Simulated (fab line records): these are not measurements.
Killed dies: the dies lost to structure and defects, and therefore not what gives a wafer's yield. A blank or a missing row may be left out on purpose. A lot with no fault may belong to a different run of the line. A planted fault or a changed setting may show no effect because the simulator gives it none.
Matching of chambers :: flow n5 finfet :: N5_BEOL_M10_DEP_56 on pecvd-04 has 3 sister chambers
The step deposits SiCN from 3MS/NH3, target thk 15 nm, time 26.5 s. 6 wafers are shown with their chamber, then 8 later ones without.

== EACH WAFER AND ITS CHAMBER ==
wafer: L080.6
chamber: 1
throttle valve pct (%): 9.2
showerhead plenum p Torr (Torr): 3.659

wafer: L082.6
chamber: 0
throttle valve pct (%): 9.6
showerhead plenum p Torr (Torr): 3.654

wafer: L089.2
chamber: 2
throttle valve pct (%): 8.0
showerhead plenum p Torr (Torr): 3.659

wafer: L089.3
chamber: 1
throttle valve pct (%): 8.9
showerhead plenum p Torr (Torr): 3.658

wafer: L089.6
chamber: 0
throttle valve pct (%): 9.9
showerhead plenum p Torr (Torr): 3.646

wafer: L092.1
chamber: 2
throttle valve pct (%): 8.4
showerhead plenum p Torr (Torr): 3.647

== WAFERS MISSING THEIR CHAMBER ==
wafer: L092.2
throttle valve pct (%): 9.8
showerhead plenum p Torr (Torr): 3.658

wafer: L092.4
throttle valve pct (%): 10.0
showerhead plenum p Torr (Torr): 3.656

wafer: L097.1
throttle valve pct (%): 9.9
showerhead plenum p Torr (Torr): 3.651

wafer: L097.2
throttle valve pct (%): 9.2
showerhead plenum p Torr (Torr): 3.659

wafer: L097.3
throttle valve pct (%): 8.1
showerhead plenum p Torr (Torr): 3.659

wafer: L097.4
throttle valve pct (%): 8.6
showerhead plenum p Torr (Torr): 3.659

wafer: L097.5
throttle valve pct (%): 10.0
showerhead plenum p Torr (Torr): 3.653

wafer: L097.6
throttle valve pct (%): 9.1
showerhead plenum p Torr (Torr): 3.664

== WHICH CHAMBER EACH WENT THROUGH ==
wafer: L092.2
from the rows above: can't be placed: 0 or 1
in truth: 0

wafer: L092.4
from the rows above: 0
in truth: 0

wafer: L097.1
from the rows above: 0
in truth: 0

wafer: L097.2
from the rows above: 1
in truth: 1

wafer: L097.3
from the rows above: 2
in truth: 2

wafer: L097.4
from the rows above: can't be placed: 1 or 2
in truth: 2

wafer: L097.5
from the rows above: 0
in truth: 0

wafer: L097.6
from the rows above: 1
in truth: 1
Placed correctly: 6 of 8. From these rows, 2 cannot be placed; in 2 the true chamber is one of the candidates. Wrongly placed: 0.
How it was worked out, from the rows above alone: a wafer's distance from a chamber is the root of the sum, over the readings, of the square of ((its reading less the chamber's mean) divided by the reading's scatter). The wafer belongs to the nearest chamber; if the next one is less than 2 further off, it can't be placed. For every chamber, the mean is computed from those of its wafers that are shown. The scatter is the square root of a quotient: the sum, over the shown wafers, of each reading's squared deviation from its chamber's mean, divided by wafers minus chambers.
